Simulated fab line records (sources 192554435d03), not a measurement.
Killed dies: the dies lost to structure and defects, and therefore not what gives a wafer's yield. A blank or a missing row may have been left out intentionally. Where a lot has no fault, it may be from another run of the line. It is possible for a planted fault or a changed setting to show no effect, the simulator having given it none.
Split-lot experiment    flow n5-finfet    21 wafers read across 7 lots, on a route 1938 steps long

== THE SPLIT ==
At N5_BEOL_M0_CUTY_EXPOSE_54 (exposes mask M0 ABLK), the setting dose-mj was moved away from the recipe's 36 on 7 of the 21 wafers read, by -6.6% to +5.1%. This setting was run at the recipe's value on the other wafers.

== FROM THE SPLIT TO THE READING: what the file shows between them, 2 steps ==
- N5_BEOL_M0_CUTY_PEB_55: peb time 60 s
- N5_BEOL_M0_CUTY_DEVELOP_56: develop time 30 s

== THE READING ==
cd-nm (nm) at N5_BEOL_M0_CUTY_CD_MEAS_57, where the cd target is 200 nm. Fault-free wafers of this fab line usually give 200.0 nm, standard deviation 0.83 nm.

wafer   tool, chamber at the split  dose-mj as run  against the recipe  cd-nm, nm  against lot-mates on the recipe
L074.1  arfi-scanner-03, 0          33.92           -5.8%               203.8      no lot-mate on the recipe
L074.2  arfi-scanner-03, 0          33.92           -5.8%               204.2      no lot-mate on the recipe
L074.5  arfi-scanner-03, 0          33.92           -5.8%               203.8      no lot-mate on the recipe
L079.1  arfi-scanner-01, 0          36.76           +2.1%               199.1      -0.5
L079.2  arfi-scanner-01, 0          36.76           +2.1%               198.7      -0.9
L079.5  arfi-scanner-01, 0          36              recipe              199.6      -
L081.2  arfi-scanner-03, 0          33.63           -6.6%               205.1      +5.3
L081.4  arfi-scanner-03, 0          36              recipe              199.6      -
L081.5  arfi-scanner-03, 0          36              recipe              200.0      -
L083.4  arfi-scanner-02, 0          36              recipe              200.2      -
L083.5  arfi-scanner-02, 0          36              recipe              199.8      -
L083.6  arfi-scanner-02, 0          36              recipe              200.3      -
L092.1  arfi-scanner-02, 0          36              recipe              199.1      -
L092.4  arfi-scanner-02, 0          36              recipe              199.2      -
L092.6  arfi-scanner-02, 0          36              recipe              199.0      -
L094.2  arfi-scanner-03, 0          37.82           +5.1%               197.3      -3.2
L094.3  arfi-scanner-03, 0          36              recipe              200.6      -
L094.4  arfi-scanner-03, 0          36              recipe              200.4      -
L095.1  arfi-scanner-03, 0          36              recipe              200.8      -
L095.2  arfi-scanner-03, 0          36              recipe              199.4      -
L095.6  arfi-scanner-03, 0          36              recipe              200.3      -

FIT RESULTS
A straight line over all 21 wafers: cd-nm changes by -0.673 nm for each +1% of dose-mj; r = -0.96; the points scatter about the line by 0.56 nm.
The same after taking each lot's own level away (the mean of its wafers on the recipe; 18 wafers): -0.699 nm for each +1%; r = -0.97; scatter 0.42 nm.
Per that fit: largest dose-mj move, reading shift of 4.6 nm.
The span of the lots' own levels, 199.10 to 200.50 nm, comes to 1.7 times the standard deviation stated above.
The two slopes are in agreement: the lot-to-lot level therefore moves the slope only a little.
Check: +3.76 nm against its lot-mates is what the line predicts for one of the wafers moved furthest among these (-6.6%) when that wafer is left out of the fit. Against them it came out at +5.3 nm.

== ADDITIONAL SPLITS CARRIED BY THESE WAFERS ==
Other splits were also applied to these wafers ahead of the reading. Each is held against what the fit with the lots' levels taken away leaves over:
other split on the same wafers           wafers away from the commonest value  r with cd-nm (lot level and that fit taken away)
N5_MOL_CONTACT_COAG_COAT_76 spin-rpm     10                                    +0.01
N5_BEOL_M0_SAQP_ETCH_106 target-depth-a  9                                     -0.07

== THE WHOLE CHAIN: every reading that the file lists as answering this split, in the file's order ==
step                        what it does                      reading                                                                     change (the file's fit)                r (the file's)
N5_BEOL_M0_CUTY_CD_MEAS_57  target cd 200 nm                  cd-nm                                                                       -0.717 nm for each +1% of the setting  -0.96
N5_BEOL_M0_CUTY_ETCH_62     etches SiARC in CF4, time 58.5 s  BEOL_M0_CUTY.cd-offset-nm (the simulator's own value, which no gauge read)  -0.739 nm for each +1% of the setting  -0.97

== THE FILE'S OWN FIT ==
cd-nm changes by -0.717 nm for each +1% of dose-mj, r = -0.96.
